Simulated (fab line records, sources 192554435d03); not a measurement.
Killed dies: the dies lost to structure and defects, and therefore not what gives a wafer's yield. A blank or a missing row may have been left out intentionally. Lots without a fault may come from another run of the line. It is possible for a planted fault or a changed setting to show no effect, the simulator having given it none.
Split-lot study -- flow n5-finfet -- 39 wafers read across 7 lots, on a route 1938 steps long

## ON THE SPLIT
At N5_SD_EPI_P_ETCH_37 (etches SOC in N2/H2, overetch 108 nm, time 486 s), the setting source-w was moved away from the recipe's 3000 W on 18 of the 39 wafers read, by -13.7% to +18.3%. This setting was run at the recipe's value on the other wafers.

The split's own step is where the reading is taken.

## THE READING
rf-vpp-V, in V, at N5_SD_EPI_P_ETCH_37 (etches SOC in N2/H2, overetch 108 nm, time 486 s). Typical for fault-free wafers on this fab line: 240.8 V, with standard deviation 1.6 V.

wafer,"tool, chamber at the split","source-w as run, W",against the recipe,"rf-vpp-V, V",against lot-mates on the recipe
L074.1,"rie-diel-06, 3",3174,+5.8%,237.2,-4.6
L074.2,"rie-diel-06, 2",3000,recipe,241.3,-
L074.3,"rie-diel-06, 1",3000,recipe,241.1,-
L074.4,"rie-diel-06, 0",3174,+5.8%,235.1,-6.7
L074.5,"rie-diel-06, 0",3174,+5.8%,234.6,-7.2
L074.6,"rie-diel-06, 3",3000,recipe,242.9,-
L078.1,"rie-diel-01, 1",3000,recipe,239.6,-
L078.2,"rie-diel-01, 3",2780,-7.3%,246.1,+5.0
L078.3,"rie-diel-01, 0",3000,recipe,243.5,-
L078.4,"rie-diel-01, 2",2780,-7.3%,245.3,+4.2
L078.5,"rie-diel-01, 3",2780,-7.3%,245.1,+4.0
L078.6,"rie-diel-01, 2",3000,recipe,240.1,-
L080.1,"rie-diel-03, 1",3549,+18.3%,227.6,-13.4
L080.2,"rie-diel-03, 3",3000,recipe,242.3,-
L080.3,"rie-diel-03, 0",3000,recipe,242.1,-
L080.4,"rie-diel-03, 2",3000,recipe,238.5,-
L080.5,"rie-diel-03, 2",3549,+18.3%,224.9,-16.1
L080.6,"rie-diel-03, 1",3549,+18.3%,229.9,-11.1
L086.1,"rie-diel-06, 2",3000,recipe,240.7,-
L086.2,"rie-diel-06, 1",3324,+10.8%,233.1,-6.9
L086.3,"rie-diel-06, 0",3000,recipe,239.0,-
L086.4,"rie-diel-06, 3",3324,+10.8%,235.5,-4.5
L086.5,"rie-diel-06, 0",3000,recipe,240.2,-
L086.6,"rie-diel-06, 3",3324,+10.8%,234.2,-5.8
L087.1,"rie-diel-03, 3",3000,recipe,240.7,-
L087.2,"rie-diel-03, 2",3187,+6.2%,235.1,-6.3
L087.3,"rie-diel-03, 0",3000,recipe,242.6,-
L087.4,"rie-diel-03, 2",3187,+6.2%,235.3,-6.1
L087.5,"rie-diel-03, 0",3187,+6.2%,236.3,-5.1
L087.6,"rie-diel-03, 3",3000,recipe,241.0,-
L090.1,"rie-diel-03, 2",3000,recipe,240.0,-
L090.2,"rie-diel-03, 0",2588,-13.7%,255.9,+14.3
L090.3,"rie-diel-03, 3",3000,recipe,240.8,-
L090.4,"rie-diel-03, 0",3000,recipe,244.0,-
L090.5,"rie-diel-03, 3",2588,-13.7%,254.1,+12.5
L090.6,"rie-diel-03, 2",2588,-13.7%,251.7,+10.1
L096.3,"rie-diel-03, 0",3000,recipe,241.9,-
L096.5,"rie-diel-03, 2",3000,recipe,238.5,-
L096.6,"rie-diel-03, 1",3000,recipe,241.8,-

THE FIT
A straight line over all 39 wafers: rf-vpp-V changes by -0.782 V for each +1% of source-w; r = -0.96; the points scatter about the line by 1.7 V.
The same after taking each lot's own level away (the mean of its wafers on the recipe; 39 wafers): -0.761 V for each +1%; r = -0.96; scatter 1.8 V.
On that fit, the largest move of source-w shifts the reading by 14 V.
From 239.97 to 241.77 V: that is the span of the lots' own levels, equal to 1.1 times the standard deviation above.
Consequently the slope shifts little with the lot-to-lot level, the two slopes agreeing.
Check: with one of the wafers moved furthest among these (+18.3%) left out of the fit, the line predicts -14 V for it against its lot-mates. It came out at -13.4 V against them.
Tool readings at the split's step, against how far the setting was moved: rf-vpp-V r = -0.96.

## THESE WAFERS: OTHER SPLITS
These wafers also went through other splits before the reading. Each is held against what the fit with the lots' levels taken away leaves over:
other split on the same wafers,wafers away from the commonest value,r with rf-vpp-V (lot level and that fit taken away)
N5_FIN_SAQP_ALD_61 ald-cycles,12,+0.13
N5_FIN_SAQP_ETCH_69 target-depth-a,9,+0.20
N5_DUMMY_GATE_ETCH_32 time-s,12,+0.13

## THE WHOLE CHAIN: every reading that the file lists as answering this split, in the file's order
step,what it does,reading,change (the file's fit),r (the file's)
N5_SD_EPI_P_ETCH_37,"etches SOC in N2/H2, overetch 108 nm, time 486 s",rf-vpp-V,-0.759 V for each +1% of the setting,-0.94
N5_SD_EPI_P_ETCH_37,"etches SOC in N2/H2, overetch 108 nm, time 486 s","SiARC_of_SD_EPI_P_COAT_35.thk-nm (the simulator's own value, which no gauge read)",-0.104 nm for each +1% of the setting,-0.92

## FILE'S OWN FIT
rf-vpp-V changes by -0.759 V for each +1% of source-w, r = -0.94.
